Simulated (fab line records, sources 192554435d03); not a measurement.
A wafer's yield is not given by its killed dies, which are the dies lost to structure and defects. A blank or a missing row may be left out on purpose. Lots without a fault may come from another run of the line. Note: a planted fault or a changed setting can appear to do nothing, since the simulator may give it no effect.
Matching of chambers -- flow n5 finfet -- rie diel-02 running N5_DUMMY_GATE_ETCH_31: 4 sister chambers
The step etches SiO2 in C4F6/O2, target depth 82.5 nm, time 27.5 s. 4 wafers are shown with their chamber, then 7 later ones without.

## WAFERS WITH THEIR CHAMBER
wafer,chamber,drypump motor current A (A)
L080.4,0,6.1
L090.2,3,4.9
L091.1,1,5.8
L091.2,2,5.1

## WAFERS WITHOUT THEIR CHAMBER
wafer,drypump motor current A (A)
L091.3,6.1
L094.1,5.0
L094.3,4.9
L094.4,6.1
L095.2,6.1
L095.4,5.1
L095.5,5.1

## WHICH CHAMBER EACH WENT THROUGH
wafer,from the rows above,in truth
L091.3,0,0
L094.1,can't be placed: 2 or 3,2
L094.3,3,3
L094.4,0,0
L095.2,0,0
L095.4,2,2
L095.5,2,2
Correctly placed: 6 of 7. These rows do not allow placing 1 (true chamber among the candidates in 1). 0 placed wrongly.
How it was worked out, from the rows above alone: a wafer's distance from a chamber is the root of the sum, over the readings, of the square of ((its reading less the chamber's mean) divided by the reading's scatter). If the next closest chamber is less than 2 further off than the closest, the wafer can't be placed; otherwise it belongs to the closest. The mean given for a chamber averages the wafers shown for that chamber. The scatter (one wafer shown for each chamber): square how far every hidden wafer sits from the nearest shown wafer, average those squares and take the square root.
